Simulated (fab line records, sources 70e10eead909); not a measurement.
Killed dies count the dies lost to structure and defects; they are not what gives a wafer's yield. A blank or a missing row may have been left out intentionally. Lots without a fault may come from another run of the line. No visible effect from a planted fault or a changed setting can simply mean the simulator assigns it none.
Matching of chambers / flow nand-harc / NHARC_P_M2_ETCH_15 on rie-diel-02: 4 sister chambers
The step etches the open film in C4F8/Ar, target depth 182.5 nm, time 91.2 s. 18 wafers are shown with their chamber, then 9 later ones without.

## WAFERS, EACH WITH ITS CHAMBER
wafer=L963.2; chamber=2; rf-vpp-V (V)=438.3; oes-product-au (a.u.)=0.977
wafer=L963.4; chamber=1; rf-vpp-V (V)=441.0; oes-product-au (a.u.)=0.967
wafer=L963.5; chamber=3; rf-vpp-V (V)=444.5; oes-product-au (a.u.)=0.967
wafer=L962.3; chamber=0; rf-vpp-V (V)=443.3; oes-product-au (a.u.)=0.956
wafer=L962.4; chamber=2; rf-vpp-V (V)=439.3; oes-product-au (a.u.)=0.964
wafer=L962.6; chamber=1; rf-vpp-V (V)=440.2; oes-product-au (a.u.)=0.962
wafer=L967.1; chamber=2; rf-vpp-V (V)=438.6; oes-product-au (a.u.)=0.974
wafer=L967.5; chamber=1; rf-vpp-V (V)=440.3; oes-product-au (a.u.)=0.948
wafer=L967.6; chamber=2; rf-vpp-V (V)=438.3; oes-product-au (a.u.)=0.971
wafer=L969.1; chamber=3; rf-vpp-V (V)=445.1; oes-product-au (a.u.)=0.965
wafer=L969.4; chamber=1; rf-vpp-V (V)=439.5; oes-product-au (a.u.)=0.936
wafer=L969.6; chamber=2; rf-vpp-V (V)=437.8; oes-product-au (a.u.)=0.962
wafer=L975.2; chamber=1; rf-vpp-V (V)=441.6; oes-product-au (a.u.)=0.972
wafer=L975.3; chamber=3; rf-vpp-V (V)=444.4; oes-product-au (a.u.)=0.986
wafer=L975.6; chamber=1; rf-vpp-V (V)=439.5; oes-product-au (a.u.)=0.972
wafer=L981.4; chamber=2; rf-vpp-V (V)=438.0; oes-product-au (a.u.)=0.947
wafer=L981.5; chamber=3; rf-vpp-V (V)=445.1; oes-product-au (a.u.)=0.936
wafer=L981.6; chamber=2; rf-vpp-V (V)=437.8; oes-product-au (a.u.)=0.948

SIGNATURES (means of the wafers above)
reading=rf-vpp-V; chamber 0=443.300; chamber 1=440.350; chamber 2=438.300; chamber 3=444.775; scatter within a chamber=0.63
reading=oes-product-au; chamber 0=0.95600; chamber 1=0.95950; chamber 2=0.96329; chamber 3=0.96350; scatter within a chamber=0.0151
Rule: a wafer's distance from a chamber is the root of the sum, over the readings, of the square of ((its reading less the chamber's mean) divided by the reading's scatter). If the next closest chamber is less than 2 further off than the closest, the wafer can't be placed; otherwise it belongs to the closest. How the scatter is found: for the shown wafers, subtract from each reading the mean of its chamber, square and add these, divide the total by (wafers less chambers), then take the root.

## WAFERS WITH NO CHAMBER GIVEN
wafer=L982.2; rf-vpp-V (V)=444.8; oes-product-au (a.u.)=0.961
wafer=L982.3; rf-vpp-V (V)=437.9; oes-product-au (a.u.)=0.982
wafer=L982.4; rf-vpp-V (V)=442.8; oes-product-au (a.u.)=0.954
wafer=L984.4; rf-vpp-V (V)=438.4; oes-product-au (a.u.)=0.981
wafer=L984.5; rf-vpp-V (V)=439.8; oes-product-au (a.u.)=0.966
wafer=L984.6; rf-vpp-V (V)=443.5; oes-product-au (a.u.)=0.951
wafer=L985.2; rf-vpp-V (V)=437.7; oes-product-au (a.u.)=0.942
wafer=L985.4; rf-vpp-V (V)=441.3; oes-product-au (a.u.)=0.932
wafer=L985.6; rf-vpp-V (V)=443.0; oes-product-au (a.u.)=0.925

## THE CHAMBER EACH PASSED THROUGH
wafer=L982.2; from the rows above=3; in truth=3
wafer=L982.3; from the rows above=2; in truth=2
wafer=L982.4; from the rows above=0; in truth=0
wafer=L984.4; from the rows above=2; in truth=2
wafer=L984.5; from the rows above=can't be placed: 1 or 2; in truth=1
wafer=L984.6; from the rows above=can't be placed: 0 or 3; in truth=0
wafer=L985.2; from the rows above=2; in truth=2
wafer=L985.4; from the rows above=can't be placed: 1 or 0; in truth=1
wafer=L985.6; from the rows above=can't be placed: 0 or 3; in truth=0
5 of 9 placed correctly. Cannot be placed on the basis of these rows: 4; the candidates contain the true chamber in 4. Number placed wrongly: 0.
